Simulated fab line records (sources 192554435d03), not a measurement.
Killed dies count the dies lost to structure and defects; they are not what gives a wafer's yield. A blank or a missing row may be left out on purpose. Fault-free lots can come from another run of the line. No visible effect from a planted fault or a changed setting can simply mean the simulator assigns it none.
fab line records | flow n5Finfet
record lots=13 | wafers=39 | lastDay=18
route steps=1938 shown BEOL_M13@1696 PAD_METAL@1893 PASSIVATION@1936
lots that met no fault: from a run of the same line without faults
startH: hours from the record's first day to the start of the lot's first wafer shown | waitH: how many hours have passed since the lot's step before this one | " same as the row above | L1.1+2: several wafers, shown together as one row | - value missing, or start not given | * or withheld: withheld | < > ~ a bound
route shown NAME@n: NAME is a module with steps in the file, n the number in the route of the first one | usual: mean and standard deviation over wafers with no fault | same: alike in all rows | chamber/n: place in a boat | sites: readings site by site | _std_site: their standard deviation | _edge_site: inner sites' mean taken away from outer sites' mean | radiusMm: how far each site lies from the wafer's centre | mask NAME#n: copy n | behind: the most recent tool/chamber to have shaped the wafer | hold: cause of the lot's hold/its duration in hours/its outcome | device: the n, p or np transistor that did not switch | end of line: tests run on the same wafers once the route is complete | a step with no rows: only its recipe | killed: dies that structure and defects cost at the first sort, which is not the same as the wafer's yield | map: shows each die of a wafer: x if killed, . if not, _ if none is there
set.NAME: the setting that was run; set.NAME@STEP: the one run at that earlier step | model.NAME: the simulator's own value behind a step, which no gauge read
one table for each step of the route and one row for each wafer, over a sample of lots
services: from which hour (startH, from the record's first day; less than 0 if before it) a tool's chamber was out of use, for how many hours, and why
## steps
# step N5_BEOL_M13_TRENCH_ETCH_34
# recipe chemistry=C4F8/O2/Ar | target=SiOC | targetDepthA=4134.7 | maskMaterial=SOC | pressureMtorr=30 | sourceW=3000 | biasW=700 | Ar_flow_sccm=400 | C4F8_flow_sccm=15 | O2_flow_sccm=8 | heInnerTorr=15 | heOuterTorr=30 | timeS=162.6 | ionEnergyEv=250
# usual drypumpMotorCurrentA=5.6/0.42 | heOuterTorr=30.01/0.063 | oesProductAu=0.80/0.084 | rfVppV=664/3.3 | showerheadPlenumPTorr=3.36/0.12 | throttleValvePct=24.03/0.17
lot.wafer | tool       | chamber | startH | waitH | drypumpMotorCurrentA | heOuterTorr | oesProductAu | rfHoursCounterH | rfVppV | showerheadPlenumPTorr | throttleValvePct
L201.3    | rieDiel-04 | 1       | 230.50 | 0.0   | 5.7                  | 30.03       | 0.76         | 154             | 658    | 3.15                  | 23.92
L201.4    | "          | 3       | "      | "     | 5.2                  | 30.07       | 0.68         | -               | 662    | 3.26                  | 24.08
L201.6    | "          | 2       | "      | "     | 6.2                  | 29.94       | 0.86         | -               | 667    | 3.49                  | 23.88
L200.2    | rieDiel-03 | 3       | 246.32 | 0.0   | 5.7                  | 30.03       | 0.67         | 260             | 664    | 3.37                  | 24.37
L200.5    | "          | 2       | "      | "     | 5.0                  | 30.01       | 0.89         | -               | 668    | 3.45                  | 23.76
L200.6    | "          | 1       | "      | "     | 6.3                  | 30.07       | 0.94         | -               | 666    | 3.50                  | 24.36
L202.1    | rieDiel-01 | 1       | 248.67 | 0.0   | 5.8                  | 29.98       | 0.82         | 96              | 664    | 3.33                  | 24.02
L202.3    | "          | 0       | "      | "     | 5.0                  | 29.92       | 0.89         | 25              | 664    | 3.38                  | 23.96
L202.5    | "          | 2       | "      | "     | 5.2                  | 30.03       | 0.77         | -               | 661    | 3.29                  | 24.09
L205.3    | rieDiel-03 | 3       | 259.84 | 0.0   | 5.7                  | 30.02       | 0.66         | 267             | 666    | 3.37                  | 24.38
L205.5    | "          | 1       | "      | "     | 6.3                  | 30.03       | 0.91         | -               | 668    | 3.49                  | 24.37
L205.6    | "          | 2       | "      | "     | 5.1                  | 30.12       | 0.88         | -               | 669    | 3.45                  | 23.77
L209.2    | rieDiel-01 | 1       | 284.37 | 0.0   | 5.8                  | 29.99       | 0.80         | 108             | 662    | 3.33                  | 24.02
L209.5    | "          | 1       | "      | "     | 5.8                  | 29.90       | 0.81         | -               | 662    | 3.33                  | 24.02
L209.6    | "          | 2       | "      | "     | 5.2                  | 29.99       | 0.76         | -               | 661    | 3.28                  | 24.11
L213.1    | rieDiel-03 | 1       | 327.82 | 0.0   | 6.3                  | 30.00       | 0.86         | 33              | 667    | 3.48                  | 24.39
L213.4    | "          | 3       | "      | "     | 5.7                  | 29.96       | 0.93         | 13              | 663    | 3.36                  | 24.11
L213.5    | "          | 3       | "      | "     | 5.7                  | 30.05       | 0.94         | -               | 663    | 3.36                  | 24.12
L214.2    | rieDiel-04 | 3       | 334.76 | 0.0   | 5.2                  | 29.97       | 0.66         | 250             | 660    | 3.25                  | 24.12
L214.5    | "          | 1       | "      | "     | 5.7                  | 29.93       | 0.71         | -               | 657    | 3.13                  | 23.94
L214.6    | "          | 0       | "      | "     | 5.8                  | 29.96       | 0.91         | -               | 663    | 3.33                  | 24.06
L219.1    | rieDiel-03 | 1       | 356.45 | 0.0   | 6.3                  | 30.06       | 0.84         | 40              | 666    | 3.48                  | 24.41
L219.2    | "          | 2       | "      | "     | 5.0                  | 30.04       | 0.84         | 63              | 666    | 3.44                  | 23.80
L219.6    | "          | 3       | "      | "     | 5.7                  | 29.87       | 0.91         | -               | 664    | 3.36                  | 24.12
L220.1    | rieDiel-04 | 2       | 357.18 | 0.0   | 6.2                  | 30.08       | 0.81         | 105             | 667    | 3.47                  | 23.92
L220.4    | "          | 2       | "      | "     | 6.2                  | 30.15       | 0.81         | -               | 668    | 3.47                  | 23.91
L220.5    | "          | 0       | "      | "     | 5.8                  | 30.01       | 0.89         | -               | 662    | 3.32                  | 24.09
L218.4    | rieDiel-01 | 1       | 358.91 | 0.0   | 5.8                  | 29.98       | 0.78         | 129             | 663    | 3.32                  | 24.03
L218.5    | "          | 2       | "      | "     | 5.2                  | 29.98       | 0.73         | -               | 660    | 3.27                  | 24.13
L218.6    | "          | 1       | "      | "     | 5.8                  | 30.10       | 0.78         | -               | 661    | 3.32                  | 24.06
L221.1    | rieDiel-03 | 3       | 361.35 | 0.0   | 5.7                  | 30.00       | 0.90         | 24              | 665    | 3.36                  | 24.13
L221.3    | "          | 2       | "      | "     | 5.1                  | 29.96       | 0.84         | 65              | 666    | 3.43                  | 23.79
L221.4    | "          | 0       | "      | "     | 6.0                  | 30.00       | 0.91         | 31              | 665    | 3.32                  | 23.63
L222.3    | rieDiel-01 | 0       | 375.99 | 0.0   | 5.0                  | 29.95       | 0.84         | 62              | 663    | 3.36                  | 23.99
L222.4    | "          | 1       | "      | "     | 5.8                  | 30.00       | 0.77         | 134             | 663    | 3.31                  | 24.04
L222.6    | "          | 1       | "      | "     | 5.8                  | 30.07       | 0.77         | -               | 662    | 3.31                  | 24.05
L223.2    | rieDiel-01 | 3       | 394.29 | 0.0   | 5.6                  | 29.99       | 0.71         | 219             | 668    | 3.53                  | 24.12
L223.3    | "          | 1       | "      | "     | 5.8                  | 29.97       | 0.77         | 139             | 661    | 3.31                  | 24.06
L223.5    | "          | 2       | "      | "     | 5.2                  | 30.04       | 0.73         | -               | 661    | 3.26                  | 24.16
# step N5_PASSIVATION_DEGAS_18
# recipe ambient=vacuum | tempC=300 | timeS=60
# usual heaterPowerW=483/22
lot.wafer | tool          | chamber | startH | waitH | heaterPowerW
L201.3    | pvdSputter-03 | -       | 250.29 | 0.5   | 510
L201.4    | "             | -       | "      | "     | 512
L201.6    | "             | -       | "      | "     | 455
L200.2    | pvdSputter-02 | -       | 268.26 | 0.2   | 473
L200.5    | "             | -       | "      | "     | 490
L200.6    | "             | -       | "      | "     | 495
L202.1    | pvdSputter-03 | -       | 268.79 | 0.3   | 493
L202.3    | "             | -       | "      | "     | 450
L202.5    | "             | -       | "      | "     | 451
L205.3    | pvdSputter-01 | -       | 278.04 | 0.2   | 519
L205.5    | "             | -       | "      | "     | 469
L205.6    | "             | -       | "      | "     | 466
L209.2    | pvdSputter-01 | -       | 307.79 | 0.3   | 543
L209.5    | "             | -       | "      | "     | 463
L209.6    | "             | -       | "      | "     | 469
L213.1    | pvdSputter-02 | -       | 354.87 | 0.8   | 491
L213.4    | "             | -       | "      | "     | 475
L213.5    | "             | -       | "      | "     | 470
L214.2    | pvdSputter-01 | -       | 360.65 | 2.1   | 464
L214.5    | "             | -       | "      | "     | 528
L214.6    | "             | -       | "      | "     | 473
L219.1    | pvdSputter-02 | -       | 384.27 | 0.6   | 498
L219.2    | "             | -       | "      | "     | 492
L219.6    | "             | -       | "      | "     | 476
L220.1    | pvdSputter-02 | -       | 385.03 | 0.2   | 493
L220.4    | "             | -       | "      | "     | 497
L220.5    | "             | -       | "      | "     | 484
L221.1    | pvdSputter-03 | -       | 389.05 | 0.2   | 464
L221.3    | "             | -       | "      | "     | 476
L221.4    | "             | -       | "      | "     | 528
L218.4    | pvdSputter-01 | -       | 389.41 | 0.4   | 540
L218.5    | "             | -       | "      | "     | 483
L218.6    | "             | -       | "      | "     | 471
L222.3    | pvdSputter-03 | -       | 398.34 | 0.1   | 454
L222.4    | "             | -       | "      | "     | 524
L222.6    | "             | -       | "      | "     | 533
L223.2    | pvdSputter-02 | -       | 419.68 | 0.3   | 481
L223.3    | "             | -       | "      | "     | 464
L223.5    | "             | -       | "      | "     | 470
# step N5_PASSIVATION_PROBE_49
# usual defectLimitedYield=91.2/1.6 | killed_at_M0_to_M3=34/11 | killed_at_M4_up=14/5.7 | killedAtContacts=14/6.6 | killedAtFrontEnd=37/10 | killedAtOther=4/3.2 | killedDies=104/19 | killedOpen=69/13 | killedShort=33/8.7 | sort_bin_5_function=5.1/1 | sort_bin_6_memory=3.3/0.76 | sort_bin_8_speed=0.00/0.016 | sortNPass=1076/19 | sortYieldPct=91.2/1.6
# same grossDies=1180 | killedAtBackSide=0 | sort_bin_4_leakage[%]=0
lot.wafer | tool      | chamber | startH | waitH | defectLimitedYield[%] | killed_at_M0_to_M3 | killed_at_M4_up | killedAtContacts | killedAtFrontEnd | killedAtOther | killedDies | killedOpen | killedShort | sort_bin_5_function[%] | sort_bin_6_memory[%] | sort_bin_8_speed[%] | sortNPass | sortYieldPct[%]
L209.2    | prober-02 | -       | 313.53 | 0.1   | 91.6                  | 44                 | 16              | 10               | 28               | 1             | 99         | 75         | 24          | 4.4                    | 3.9                  | 0                   | 1081      | 91.6
L209.5    | prober-02 | -       | 313.68 | 0.2   | 92.6                  | 37                 | 13              | 13               | 23               | 1             | 87         | 54         | 33          | 4.4                    | 2.4                  | 0                   | 1093      | 92.6
L209.6    | prober-02 | -       | 313.73 | 0.3   | 80.8                  | 24                 | 150             | 11               | 40               | 2             | 227        | 70         | 22          | 11.3                   | 4.5                  | 0                   | 953       | 80.8
L213.1    | prober-02 | -       | 360.52 | 0.0   | 91.9                  | 28                 | 9               | 9                | 48               | 1             | 95         | 66         | 29          | 4.8                    | 2.9                  | 0                   | 1085      | 91.9
L213.4    | prober-02 | -       | 360.67 | 0.2   | 89.0                  | 28                 | 21              | 21               | 52               | 8             | 130        | 85         | 44          | 6.1                    | 4.6                  | 0                   | 1050      | 89.0
L213.5    | prober-02 | -       | 360.72 | 0.2   | 90.5                  | 21                 | 21              | 21               | 42               | 7             | 112        | 76         | 36          | 6.3                    | 3.0                  | 0                   | 1068      | 90.5
L214.2    | prober-02 | -       | 366.74 | 0.1   | 89.3                  | 61                 | 19              | 7                | 35               | 4             | 126        | 75         | 51          | 6.3                    | 3.9                  | 0                   | 1054      | 89.3
L214.5    | prober-02 | -       | 366.89 | 0.2   | 88.8                  | 52                 | 19              | 14               | 44               | 3             | 132        | 84         | 48          | 5.9                    | 5.1                  | 0                   | 1048      | 88.8
L214.6    | prober-02 | -       | 366.94 | 0.3   | 90.6                  | 39                 | 25              | 9                | 35               | 3             | 111        | 72         | 39          | 5.4                    | 3.3                  | 0                   | 1069      | 90.6
L219.1    | prober-01 | -       | 390.01 | 0.0   | 90.9                  | 35                 | 10              | 22               | 39               | 1             | 107        | 73         | 32          | 5.8                    | 3.1                  | 0                   | 1073      | 90.9
L219.2    | prober-01 | -       | 390.06 | 0.1   | 89.6                  | 41                 | 15              | 29               | 38               | 0             | 123        | 76         | 45          | 6.2                    | 3.7                  | 0.08                | 1057      | 89.6
L219.6    | prober-01 | -       | 390.26 | 0.3   | 91.4                  | 15                 | 22              | 34               | 28               | 3             | 102        | 81         | 19          | 4.2                    | 4.3                  | 0                   | 1078      | 91.4
L220.1    | prober-02 | -       | 390.70 | 0.0   | 92.2                  | 20                 | 22              | 11               | 33               | 6             | 92         | 64         | 27          | 5.0                    | 2.5                  | 0                   | 1088      | 92.2
L220.4    | prober-02 | -       | 390.85 | 0.2   | 91.2                  | 20                 | 24              | 25               | 28               | 7             | 104        | 75         | 27          | 5.3                    | 2.9                  | 0                   | 1076      | 91.2
L220.5    | prober-02 | -       | 390.90 | 0.2   | 94.5                  | 15                 | 13              | 11               | 24               | 2             | 65         | 39         | 26          | 3.6                    | 1.6                  | 0                   | 1115      | 94.5
L221.1    | prober-02 | -       | 394.93 | 0.0   | 89.4                  | 39                 | 20              | 12               | 53               | 1             | 125        | 62         | 51          | 5.8                    | 3.5                  | 0                   | 1055      | 89.4
L221.3    | prober-02 | -       | 395.03 | 0.1   | 91.2                  | 26                 | 20              | 15               | 40               | 3             | 104        | 65         | 36          | 4.7                    | 3.7                  | 0                   | 1076      | 91.2
L221.4    | prober-02 | -       | 395.08 | 0.2   | 90.5                  | 28                 | 21              | 14               | 48               | 1             | 112        | 65         | 43          | 5.4                    | 3.6                  | 0                   | 1068      | 90.5
L222.3    | prober-02 | -       | 404.29 | 0.5   | 89.4                  | 40                 | 14              | 20               | 49               | 2             | 125        | 78         | 40          | 5.3                    | 4.7                  | 0                   | 1055      | 89.4
L222.4    | prober-02 | -       | 404.34 | 0.5   | 89.5                  | 41                 | 21              | 15               | 43               | 4             | 124        | 75         | 48          | 6.1                    | 4.2                  | 0                   | 1056      | 89.5
L222.6    | prober-02 | -       | 404.44 | 0.6   | 89.2                  | 44                 | 11              | 24               | 43               | 6             | 128        | 77         | 51          | 6.2                    | 4.2                  | 0                   | 1052      | 89.2
# killed by level:class
L209.2 BEOL_M2:geometricParticle:open=11 MOL_CONTACT_COAG:geometricParticle:open=9 BEOL_M3:geometricParticle:open=8 FIN_SAQP:geometricParticle:open=7 BEOL_M0_SAQP:geometricParticle:short=7 BEOL_M0_SAQP:geometricParticle:open=7 BEOL_M1:geometricParticle:open=6 GATE_CUT:geometricParticle:short=5
L209.5 MOL_CONTACT_COAG:geometricParticle:open=9 BEOL_M2:geometricParticle:open=9 BEOL_M3:geometricParticle:open=8 STI_FIN_REVEAL:geometricParticle:open=6 GATE_CUT:geometricParticle:short=5 BEOL_M0_SAQP:geometricParticle:open=5 MOL_CONTACT_COAG:geometricParticle:short=4 BEOL_M4:geometricParticle:short=4
L209.6 BEOL_M13:unspecified=135 STI_FIN_REVEAL:geometricParticle:open=13 FIN_SAQP:geometricParticle:open=9 MOL_CONTACT_COAG:geometricParticle:open=9 BEOL_M4:geometricParticle:open=8 BEOL_M0_SAQP:geometricParticle:open=6 BEOL_M0_SAQP:geometricParticle:short=6 DUMMY_GATE:geometricParticle:open=5
L213.1 STI_FIN_REVEAL:geometricParticle:open=12 FIN_SAQP:geometricParticle:short=9 MOL_CONTACT_COAG:geometricParticle:open=8 BEOL_M2:geometricParticle:open=8 STARTING-WAFER:geometricParticle:open=7 BEOL_M0_SAQP:geometricParticle:short=6 FIN_SAQP:geometricParticle:open=5 BEOL_M4:geometricParticle:open=4
L213.4 STI_FIN_REVEAL:geometricParticle:open=15 MOL_CONTACT_COAG:geometricParticle:open=14 BEOL_M0_SAQP:geometricParticle:open=13 GATE_CUT:geometricParticle:short=7 MOL_CONTACT_COAG:geometricParticle:short=7 BEOL_M4:geometricParticle:open=7 GATE_CUT:geometricParticle:open=6 FIN_SAQP:geometricParticle:short=5
L213.5 MOL_CONTACT_COAG:geometricParticle:open=17 GATE_CUT:geometricParticle:short=11 STI_FIN_REVEAL:geometricParticle:open=10 BEOL_M2:geometricParticle:open=6 MOL_CONTACT_COAG:geometricParticle:short=4 GATE_CUT:geometricParticle:open=4 BEOL_M7:geometricParticle:open=4 PASS1_CAP:geometricParticle:open=4
L214.2 BEOL_M0_SAQP:geometricParticle:short=18 BEOL_M0_SAQP:geometricParticle:open=13 BEOL_M1:geometricParticle:open=11 BEOL_M1:geometricParticle:short=10 STI_FIN_REVEAL:geometricParticle:open=9 BEOL_M4:geometricParticle:open=8 MOL_CONTACT_COAG:geometricParticle:open=6 FIN_SAQP:geometricParticle:open=5
L214.5 BEOL_M4:geometricParticle:open=16 BEOL_M0_SAQP:geometricParticle:open=14 GATE_CUT:geometricParticle:open=13 BEOL_M0_SAQP:geometricParticle:short=12 MOL_CONTACT_COAG:geometricParticle:open=11 GATE_CUT:geometricParticle:short=10 BEOL_M1:geometricParticle:short=9 BEOL_M1:geometricParticle:open=6
L214.6 STI_FIN_REVEAL:geometricParticle:open=10 MOL_CONTACT_COAG:geometricParticle:open=9 BEOL_M0_SAQP:geometricParticle:short=7 BEOL_M3:geometricParticle:open=7 BEOL_M4:geometricParticle:open=7 BEOL_M0_SAQP:geometricParticle:open=6 BEOL_M1:geometricParticle:open=6 BEOL_M1:geometricParticle:short=6
L219.1 MOL_CONTACT_COAG:geometricParticle:open=20 STI_FIN_REVEAL:geometricParticle:open=9 BEOL_M0_SAQP:geometricParticle:open=8 BEOL_M0_SAQP:geometricParticle:short=7 DUMMY_GATE:geometricParticle:open=6 BEOL_M2:geometricParticle:short=5 BEOL_M3:geometricParticle:open=5 BEOL_M1:geometricParticle:open=4
L219.2 MOL_CONTACT_COAG:geometricParticle:open=22 STI_FIN_REVEAL:geometricParticle:open=11 BEOL_M0_SAQP:geometricParticle:short=9 MOL_CONTACT_COAG:geometricParticle:short=7 BEOL_M3:geometricParticle:open=7 BEOL_M4:geometricParticle:open=7 BEOL_M1:geometricParticle:short=5 BEOL_M5:geometricParticle:open=5
L219.6 MOL_CONTACT_COAG:geometricParticle:open=32 STI_FIN_REVEAL:geometricParticle:open=9 BEOL_M4:geometricParticle:open=7 FIN_SAQP:geometricParticle:open=6 BEOL_M8:geometricParticle:open=5 BEOL_M2:geometricParticle:open=4 DUMMY_GATE:geometricParticle:open=3 BEOL_M0_SAQP:geometricParticle:open=3
L220.1 BEOL_M4:geometricParticle:open=14 STI_FIN_REVEAL:geometricParticle:open=10 MOL_CONTACT_COAG:geometricParticle:open=9 FIN_SAQP:geometricParticle:open=6 FIN_SAQP:geometricParticle:short=5 BEOL_M2:geometricParticle:open=5 BEOL_M4:geometricParticle:short=5 DUMMY_GATE:geometricParticle:open=4
L220.4 MOL_CONTACT_COAG:geometricParticle:open=18 BEOL_M4:geometricParticle:open=15 BEOL_M1:geometricParticle:open=9 GATE_CUT:geometricParticle:short=7 MOL_CONTACT_COAG:geometricParticle:short=7 STI_FIN_REVEAL:geometricParticle:open=6 FIN_SAQP:geometricParticle:open=4 BEOL_M2:geometricParticle:open=4
L220.5 MOL_CONTACT_COAG:geometricParticle:open=8 BEOL_M0_SAQP:geometricParticle:short=5 BEOL_M4:geometricParticle:open=5 STI_FIN_REVEAL:geometricParticle:open=4 GATE_CUT:geometricParticle:short=4 BEOL_M6:geometricParticle:open=4 FIN_SAQP:geometricParticle:open=3 MOL_CONTACT_COAG:geometricParticle:short=3
L221.1 FIN_SAQP:geometricParticle:open=12 FIN_SAQP:geometricParticle:short=11 BEOL_M1:geometricParticle:open=10 HKMG_FIN:areaEtch=9 BEOL_M0:geometricParticle:short=7 BEOL_M5:geometricParticle:open=6 MOL_CONTACT_COAG:geometricParticle:short=6 MOL_CONTACT_COAG:geometricParticle:open=6
L221.3 MOL_CONTACT_COAG:geometricParticle:open=13 BEOL_M4:geometricParticle:open=9 STI_FIN_REVEAL:geometricParticle:open=8 BEOL_M2:geometricParticle:open=7 FIN_SAQP:geometricParticle:open=6 FIN_SAQP:geometricParticle:short=5 GATE_CUT:geometricParticle:short=5 BEOL_M0_SAQP:geometricParticle:open=4
L221.4 FIN_SAQP:geometricParticle:short=16 MOL_CONTACT_COAG:geometricParticle:open=12 STI_FIN_REVEAL:geometricParticle:open=9 FIN_SAQP:geometricParticle:open=7 BEOL_M4:geometricParticle:open=6 BEOL_M4:geometricParticle:short=5 STARTING-WAFER:geometricParticle:short=5 BEOL_M1:geometricParticle:open=4
L222.3 MOL_CONTACT_COAG:geometricParticle:open=16 BEOL_M2:geometricParticle:open=13 FIN_SAQP:geometricParticle:short=11 GATE_CUT:geometricParticle:short=8 BEOL_M0_SAQP:geometricParticle:short=7 FIN_SAQP:geometricParticle:open=6 BEOL_M0_SAQP:geometricParticle:open=6 STI_FIN_REVEAL:geometricParticle:open=5
L222.4 MOL_CONTACT_COAG:geometricParticle:open=13 FIN_SAQP:geometricParticle:short=11 BEOL_M3:geometricParticle:open=11 BEOL_M2:geometricParticle:open=10 FIN_SAQP:geometricParticle:open=6 STI_FIN_REVEAL:geometricParticle:open=6 GATE_CUT:geometricParticle:short=6 BEOL_M0_SAQP:geometricParticle:open=6
L222.6 MOL_CONTACT_COAG:geometricParticle:open=20 FIN_SAQP:geometricParticle:short=16 STI_FIN_REVEAL:geometricParticle:open=10 BEOL_M1:geometricParticle:open=8 BEOL_M0_SAQP:geometricParticle:short=7 BEOL_M0:geometricParticle:open=7 FIN_SAQP:geometricParticle:open=6 DUMMY_GATE:geometricParticle:open=5
## services
tool          | chamber | startH | hours | kind
rieDiel-03    | 1       | 213.86 | -     | clean
rieDiel-03    | 1       | 213.86 | -     | consumableReplace:focusRing
rieDiel-03    | 1       | 213.86 | 20.2  | scheduledDown
rieDiel-03    | 1       | 213.86 | 20.2  | ventCycle
rieDiel-01    | 1       | 218.33 | 2.2   | repair
rieDiel-03    | 0       | 234.11 | -     | clean
rieDiel-03    | 0       | 234.11 | -     | consumableReplace:focusRing
rieDiel-03    | 0       | 234.11 | 26.9  | scheduledDown
rieDiel-03    | 0       | 234.11 | 26.9  | ventCycle
rieDiel-04    | 0       | 235.68 | -     | clean
rieDiel-04    | -       | 237.68 | 2.8   | pm
rieDiel-01    | 0       | 254.85 | 1.3   | repair
rieDiel-03    | 3       | 261.00 | -     | clean
rieDiel-03    | 3       | 261.00 | -     | consumableReplace:focusRing
rieDiel-03    | 3       | 261.00 | 17.3  | scheduledDown
rieDiel-03    | 3       | 261.00 | 17.3  | ventCycle
rieDiel-01    | 0       | 269.55 | 3.6   | repair
rieDiel-04    | -       | 288.48 | 2.1   | repair
rieDiel-01    | 1       | 305.80 | 8.6   | repair
pvdSputter-03 | -       | 309.90 | 0.8   | repair
pvdSputter-01 | -       | 335.20 | 1.6   | repair
rieDiel-03    | 1       | 336.61 | 1.6   | repair
rieDiel-03    | 2       | 383.66 | 6.4   | repair
rieDiel-03    | 2       | 417.61 | 5.5   | repair
## key
firstSign step=N5_PASSIVATION_PROBE_49 | reading=killed_at_M4_up | direction=up | sigmas=24 | usual=14 | struck=150
effect step=N5_PASSIVATION_PROBE_49 | reading=killedDies | direction=up | sigmas=6.3 | usual=104 | struck=227
moreKillsBornAt N5_BEOL_M13_TRENCH_ETCH_34@rieDiel-01=135
metAt N5_BEOL_M13_TRENCH_ETCH_34
struckLots L209
struckWafers L209.6
notActingAt N5_PASSIVATION_DEGAS_18
onsetBetween 248.67 284.37
fault kind=chamberParticleSource | tool=rieDiel-01 | chamber=2 | onsetH=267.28 | steps=N5_BEOL_M13_TRENCH_ETCH_34 | ratePerVisitCm2=1.4596 | endH=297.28
